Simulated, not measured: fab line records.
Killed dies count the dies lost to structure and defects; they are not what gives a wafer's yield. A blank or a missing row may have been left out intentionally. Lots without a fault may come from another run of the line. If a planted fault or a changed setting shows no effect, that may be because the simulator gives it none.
Which tool was responsible? / flow n5_finfet / 12 lots (36 wafers sampled), 1 step of a 1938-step route

## WHAT THE GAUGES READ, wafer by wafer
N5_BEOL_M11_RS_MEAS_57: the measuring method here is four-point-probe.
lot=L076; measured=day 10 23:18; on=film_metro-01; M11_RS (ohm/sq)=0.157 0.154 0.159
lot=L075; measured=day 11 17:50; on=film_metro-01; M11_RS (ohm/sq)=0.151 0.146 0.158
lot=L078; measured=day 11 23:35; on=film_metro-02; M11_RS (ohm/sq)=0.149 0.148 0.150
lot=L080; measured=day 12 20:17; on=film_metro-01; M11_RS (ohm/sq)=0.154 0.156 0.151
lot=L085; measured=day 13 00:26; on=film_metro-01; M11_RS (ohm/sq)=0.148 0.149 0.147
lot=L084; measured=day 14 02:31; on=film_metro-01; M11_RS (ohm/sq)=0.153 0.148 0.147
lot=L086; measured=day 14 17:08; on=film_metro-01; M11_RS (ohm/sq)=0.153 0.157 0.154
lot=L089; measured=day 14 19:17; on=film_metro-02; M11_RS (ohm/sq)=0.158 0.154 0.157
lot=L091; measured=day 15 06:23; on=film_metro-01; M11_RS (ohm/sq)=0.154 0.152 0.152
lot=L093; measured=day 15 23:51; on=film_metro-02; M11_RS (ohm/sq)=0.149 0.146 0.147
lot=L095; measured=day 16 08:14; on=film_metro-01; M11_RS (ohm/sq)=0.147 0.155 0.151
lot=L097; measured=day 17 07:47; on=film_metro-01; M11_RS (ohm/sq)=0.145 0.148 0.150

## WHICH TOOL RAN EACH LOT (tool, then ch and the chambers of the sampled wafers, then the start)
Record: no process step prior to these readings.

## THE ANSWER, worked out from the rows above alone
Rule: the lots themselves supply what counts as usual. Put in order of their means at a reading, lots are off if they are a third of the lots or fewer, leave a main group of 4 or more, and stand apart from it by a gap of 3 or more times the standard deviation of the main group's means; of several such gaps the widest counts. A main group whose means are all the same, to the digits that the tables above print for the reading, isn't used. A lot without any number at a reading at which 4 lots or more have one is off too. The other lots that the step has rows for count as sound.
Across all readings shown, no lot is off: no conclusion can be drawn from this.

## WHAT THE SIMULATOR HAD INSERTED
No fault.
